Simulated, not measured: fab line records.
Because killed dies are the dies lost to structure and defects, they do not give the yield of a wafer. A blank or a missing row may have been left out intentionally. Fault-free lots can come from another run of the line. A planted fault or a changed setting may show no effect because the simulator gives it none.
Which tool did it? / flow nandHarc / 11 lots, 33 wafers sampled, at 3 steps of a route of 1302

== WHAT EACH GAUGE READ, for each wafer ==
NHARC_P_GATE_CD_MEAS_11 targets a cd of 1640 nm.
lot=L789; measured=day 5 04:15; on=cdSem-02; cdNm (nm)=1638.4 1639.0 1636.7
lot=L791; measured=day 5 23:41; on=cdSem-03; cdNm (nm)=1637.6 1636.5 1639.4
lot=L792; measured=day 6 15:45; on=cdSem-01; cdNm (nm)=1640.4 1641.1 1638.8
lot=L793; measured=day 6 20:01; on=cdSem-03; cdNm (nm)=- - -
lot=L794; measured=day 7 08:53; on=cdSem-01; cdNm (nm)=1641.9 1639.0 1640.4
lot=L801; measured=day 10 14:59; on=cdSem-02; cdNm (nm)=1637.9 1636.4 1637.1
lot=L802; measured=day 10 15:08; on=cdSem-01; cdNm (nm)=1636.4 1638.7 1636.6
lot=L803; measured=day 11 05:29; on=cdSem-02; cdNm (nm)=1638.8 1641.7 1640.9
lot=L804; measured=day 12 00:31; on=cdSem-03; cdNm (nm)=1640.7 1638.7 1640.0
lot=L808; measured=day 13 01:26; on=cdSem-01; cdNm (nm)=1640.5 1638.8 1640.5
lot=L809; measured=day 13 17:46; on=cdSem-01; cdNm (nm)=1639.4 1635.3 1637.8

== TOOL THAT RAN EACH LOT (tool first, then ch and the chambers of the sampled wafers, then the start) ==
lot=L789; NHARC_P_STI_ETCH_42=rieDiel-11 ch 0,2,3, day 3 15:34; NHARC_P_GATE_EXPOSE_08=krfScanner-04 ch 0, day 5 04:05
lot=L791; NHARC_P_STI_ETCH_42=rieDiel-09 ch 0,3, day 4 11:25; NHARC_P_GATE_EXPOSE_08=krfScanner-03 ch 0, day 5 23:32
lot=L792; NHARC_P_STI_ETCH_42=rieDiel-09 ch 1,2,3, day 4 23:43; NHARC_P_GATE_EXPOSE_08=krfScanner-02 ch 0, day 6 15:36
lot=L793; NHARC_P_STI_ETCH_42=rieDiel-09 ch 1,2,3, day 5 07:13; NHARC_P_GATE_EXPOSE_08=krfScanner-04 ch 0, day 6 19:52
lot=L794; NHARC_P_STI_ETCH_42=rieDiel-11 ch 1,2,3, day 5 18:44; NHARC_P_GATE_EXPOSE_08=krfScanner-04 ch 0, day 7 08:44
lot=L801; NHARC_P_STI_ETCH_42=rieDiel-11 ch 1,2,3, day 8 15:04; NHARC_P_GATE_EXPOSE_08=krfScanner-02 ch 0, day 10 14:50
lot=L802; NHARC_P_STI_ETCH_42=rieDiel-11 ch 0,1,3, day 9 01:01; NHARC_P_GATE_EXPOSE_08=krfScanner-03 ch 0, day 10 14:59
lot=L803; NHARC_P_STI_ETCH_42=rieDiel-10 ch 1,2, day 9 11:14; NHARC_P_GATE_EXPOSE_08=krfScanner-04 ch 0, day 11 05:20
lot=L804; NHARC_P_STI_ETCH_42=rieDiel-09 ch 2,3, day 9 22:29; NHARC_P_GATE_EXPOSE_08=krfScanner-02 ch 0, day 12 00:21
lot=L808; NHARC_P_STI_ETCH_42=rieDiel-10 ch 0,2,3, day 11 14:46; NHARC_P_GATE_EXPOSE_08=krfScanner-04 ch 0, day 13 01:17
lot=L809; NHARC_P_STI_ETCH_42=rieDiel-10 ch 0,1,2, day 12 00:25; NHARC_P_GATE_EXPOSE_08=krfScanner-04 ch 0, day 13 17:37
- NHARC_P_STI_ETCH_42: etches the open film in N2/H2, target depth 80 nm, overetch 24 nm, time 61 s.
- NHARC_P_GATE_EXPOSE_08: exposes mask P HV.

== THE ANSWER, worked out from the rows above alone ==
Rule: usual is defined by the lots themselves. Put in order of their means at a reading, lots are off if they are a third of the lots or fewer, leave a main group of 4 or more, and stand apart from it by a gap of 3 or more times the standard deviation of the main group's means; of several such gaps the widest counts. A main group whose means are all the same, to the digits that the tables above print for the reading, isn't used. A lot without any number at a reading at which 4 lots or more have one is off too. All remaining lots with rows at the step are treated as sound.
Off: L793 (NHARC_P_GATE_CD_MEAS_11, cdNm). Without a number there: L793. For the main group the mean is 1638.8 nm and the standard deviation 1.3.
If a tool, at a process step before that reading, ran all the lots that are off and no sound lot after the first of them, it fits. Those tools and the gauges at NHARC_P_GATE_CD_MEAS_11 are tried in the same way. Not one of the candidates tried fits.

== WHAT THE SIMULATOR HAD INSERTED ==
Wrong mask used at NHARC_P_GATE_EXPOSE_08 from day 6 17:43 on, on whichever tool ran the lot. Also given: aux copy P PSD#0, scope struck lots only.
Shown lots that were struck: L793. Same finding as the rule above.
